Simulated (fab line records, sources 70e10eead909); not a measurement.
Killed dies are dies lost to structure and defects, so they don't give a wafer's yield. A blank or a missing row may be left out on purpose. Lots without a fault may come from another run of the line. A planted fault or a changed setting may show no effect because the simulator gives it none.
One fault seen from 3 desks | flow nand_harc | each desk has only its own numbers; what lay behind them comes last

THE TOOL OWNER'S DESK: pecvd_onon-02
The tool's own readings at NHARC_A_ONON_D2_DEP_16 (target thk 1000 nm): means of the sampled wafers that have a number, for each lot that ran on this tool. A lot is out of limits, marked OUT, if its mean lies more than 4 standard deviations from the usual mean; the brackets give that distance.
Columns: A = nh3_flow_sccm at NHARC_A_ONON_D2_DEP_16, usual 499.5 sccm
lot  | first seen here | A
L258 | day 13 13:38    | 499.6
L263 | day 15 11:13    | 498.6
L274 | day 19 16:50    | 498.8
L275 | day 20 04:39    | 499.7
L276 | day 20 22:31    | 498.2
L278 | day 21 15:32    | 498.6
L279 | day 22 03:56    | 498.7
L280 | day 22 17:44    | 499.4
This desk's finding: nothing out of limits on any of the 8 lots.

THE METROLOGY DESK
What the gauges read, lot by lot, whatever tool the lot ran on: means of the sampled wafers that have a number. A lot is out of limits, marked OUT, if its mean lies more than 4 standard deviations from the usual mean; the brackets give that distance.
Columns: A = thk_nm at NHARC_A_DECK1_JOINT_THK_MEAS_17, usual 44.7 nm; B = thk_nm at NHARC_A_ONON_D2_THK_MEAS_18, usual 998 nm
lot  | first seen here | A    | B
L257 | day 12 17:37    | 43.6 | 987
L258 | day 13 02:50    | 45.0 | 986
L259 | day 13 10:48    | 43.9 | 994
L263 | day 15 01:30    | 44.3 | 870 (-13) OUT
L270 | day 17 15:01    | 43.7 | 994
L273 | day 19 06:20    | 43.5 | 1002
L274 | day 19 06:22    | 45.2 | 987
L275 | day 19 18:34    | 45.0 | 982
L276 | day 20 10:37    | 44.7 | 979
L278 | day 21 05:24    | 44.1 | 995
L279 | day 21 18:14    | 43.7 | 996
L280 | day 22 09:21    | 44.4 | 1016
This desk's finding: out of limits on L263; first on L263, day 15 11:43 (thk_nm at NHARC_A_ONON_D2_THK_MEAS_18). In limits: L257, L258, L259, L270, L273, L274, L275, L276, L278, L279, L280.

THE DEFECT DESK
What the inspections along the route counted, lot by lot: means of the sampled wafers that have a number. A lot is out of limits, marked OUT, if its mean lies more than 4 standard deviations from the usual mean; the brackets give that distance.
Columns: A = raw_defect_count at NHARC_A_CHANNEL_FILL_D1_INSPECT_13, usual 335
lot  | first seen here | A
L257 | day 11 01:55    | 440
L258 | day 11 11:30    | 384
L259 | day 12 02:25    | 431
L263 | day 13 11:13    | 299
L270 | day 16 01:40    | 301
L273 | day 17 20:56    | 261
L274 | day 17 20:56    | 261
L275 | day 18 04:55    | 216
L276 | day 18 20:27    | 278
L278 | day 19 21:21    | 342
L279 | day 20 07:00    | 640
L280 | day 20 16:35    | 259
This desk's finding: nothing out of limits on any of the 12 lots.

PUT TOGETHER
The metrology desk could have raised an alarm at day 15 11:43, on L263.
The tool owner's desk saw nothing out of limits.
The defect desk saw nothing out of limits.
The tool owner's desk has L263 on record, within its limits.
The defect desk has L263 on record, within its limits.
Of the lots named, all ran NHARC_A_ONON_D2_DEP_16 on pecvd_onon-02.

WHAT THE SIMULATOR HAD PUT IN
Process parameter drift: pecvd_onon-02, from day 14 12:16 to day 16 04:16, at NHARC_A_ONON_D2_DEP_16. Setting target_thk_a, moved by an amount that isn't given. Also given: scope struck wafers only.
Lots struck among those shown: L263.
Hours from the fault's start to each desk's first reading out of limits: the metrology desk, 23.
